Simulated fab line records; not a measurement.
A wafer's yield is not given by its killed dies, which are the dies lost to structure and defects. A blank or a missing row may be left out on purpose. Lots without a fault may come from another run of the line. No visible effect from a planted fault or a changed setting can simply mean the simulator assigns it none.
Chamber matching + flow n5Finfet + rieDiel-04 running N5_BEOL_M0_SAQP_HM_OPEN_112: 4 sister chambers
The step chemistry CHF3/O2, target SiO2, stops on a-Si, target depth 12 nm, time 13.5 s. 8 wafers are shown with their chamber, then 7 later ones without.

## WAFERS PAIRED WITH THEIR CHAMBERS
| wafer  | chamber | rfVppV (V) | throttleValvePct (%) |
|--------|---------|------------|----------------------|
| L075.6 | 3       | 500        | 18.72                |
| L081.3 | 1       | 523        | 18.77                |
| L081.5 | 0       | 551        | 19.24                |
| L085.1 | 1       | 524        | 18.76                |
| L085.4 | 2       | 525        | 18.92                |
| L085.5 | 0       | 549        | 19.27                |
| L092.2 | 2       | 526        | 18.95                |
| L092.4 | 3       | 510        | 18.41                |

## WAFERS MISSING THEIR CHAMBER
| wafer  | rfVppV (V) | throttleValvePct (%) |
|--------|------------|----------------------|
| L092.6 | 526        | 18.95                |
| L093.2 | 509        | 18.40                |
| L093.5 | 509        | 18.40                |
| L093.6 | 524        | 18.96                |
| L094.1 | 524        | 18.95                |
| L094.4 | 526        | 18.89                |
| L094.6 | 527        | 18.96                |

## WHICH CHAMBER EACH WENT THROUGH
| wafer  | from the rows above     | in truth |
|--------|-------------------------|----------|
| L092.6 | can't be placed: 2 or 1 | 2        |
| L093.2 | 3                       | 3        |
| L093.5 | 3                       | 3        |
| L093.6 | can't be placed: 2 or 1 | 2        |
| L094.1 | can't be placed: 2 or 1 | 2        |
| L094.4 | can't be placed: 2 or 1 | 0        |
| L094.6 | can't be placed: 2 or 1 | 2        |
Correct placement for 2 of the 7. Not placeable from these rows: 5 (in 4, the candidates include the true chamber). Wrongly placed: 0.
How it was worked out, from the rows above alone: a wafer's distance from a chamber is the root of the sum, over the readings, of the square of ((its reading less the chamber's mean) divided by the reading's scatter). If the next closest chamber is less than 2 further off than the closest, the wafer can't be placed; otherwise it belongs to the closest. A chamber's mean is the mean of its shown wafers. The scatter: take each reading less its chamber's mean, square it, sum over the shown wafers, divide by the number of wafers less the number of chambers, and take the root.
